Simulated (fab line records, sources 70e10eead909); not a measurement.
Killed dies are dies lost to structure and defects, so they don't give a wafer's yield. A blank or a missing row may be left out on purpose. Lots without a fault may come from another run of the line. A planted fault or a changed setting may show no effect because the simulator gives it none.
Chamber matching | flow nand_harc | NHARC_A_STAIRCASE_ETCH_444 on rie_diel-01: 4 sister chambers
The step etches the open film in C4F8/O2, target depth 20400 nm, time 6800 s. 8 wafers are shown with their chamber, then 10 later ones without.

WAFERS WITH THEIR CHAMBER
wafer  | chamber | rf_vpp_V (V) | oes_product_au (a.u.)
L076.3 | 1       | 804          | 0.926
L086.1 | 1       | 805          | 0.907
L086.2 | 3       | 808          | 0.927
L088.1 | 0       | 800          | 0.941
L088.2 | 3       | 807          | 0.957
L088.3 | 2       | 801          | 0.930
L092.1 | 2       | 801          | 0.954
L092.2 | 0       | 800          | 0.987

WAFERS WITHOUT THEIR CHAMBER
wafer  | rf_vpp_V (V) | oes_product_au (a.u.)
L092.5 | 805          | 0.974
L095.3 | 799          | 0.924
L095.4 | 800          | 0.909
L095.5 | 806          | 0.916
L097.1 | 800          | 0.917
L097.2 | 808          | 0.925
L097.3 | 803          | 0.900
L097.4 | 798          | 0.935
L097.5 | 805          | 0.921
L097.6 | 799          | 0.909

WHICH CHAMBER EACH WENT THROUGH
wafer  | from the rows above     | in truth
L092.5 | 1                       | 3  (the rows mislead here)
L095.3 | can't be placed: 0 or 2 | 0
L095.4 | can't be placed: 0 or 2 | 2
L095.5 | can't be placed: 1 or 3 | 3
L097.1 | can't be placed: 0 or 2 | 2
L097.2 | 3                       | 3
L097.3 | can't be placed: 1 or 2 | 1
L097.4 | can't be placed: 0 or 2 | 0
L097.5 | 1                       | 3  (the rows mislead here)
L097.6 | can't be placed: 0 or 2 | 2
Placed correctly: 1 of 10. Can't be placed from these rows: 7 (the true chamber is among the candidates in 7). Placed wrongly: 2.
How it was worked out, from the rows above alone: a wafer's distance from a chamber is the root of the sum, over the readings, of the square of ((its reading less the chamber's mean) divided by the reading's scatter). The wafer belongs to the nearest chamber; if the next one is less than 2 further off, it can't be placed. A chamber's mean is the mean of its shown wafers. The scatter: the root of (the sum of the squares of (reading less its chamber's mean) over the shown wafers, divided by (wafers less chambers)).
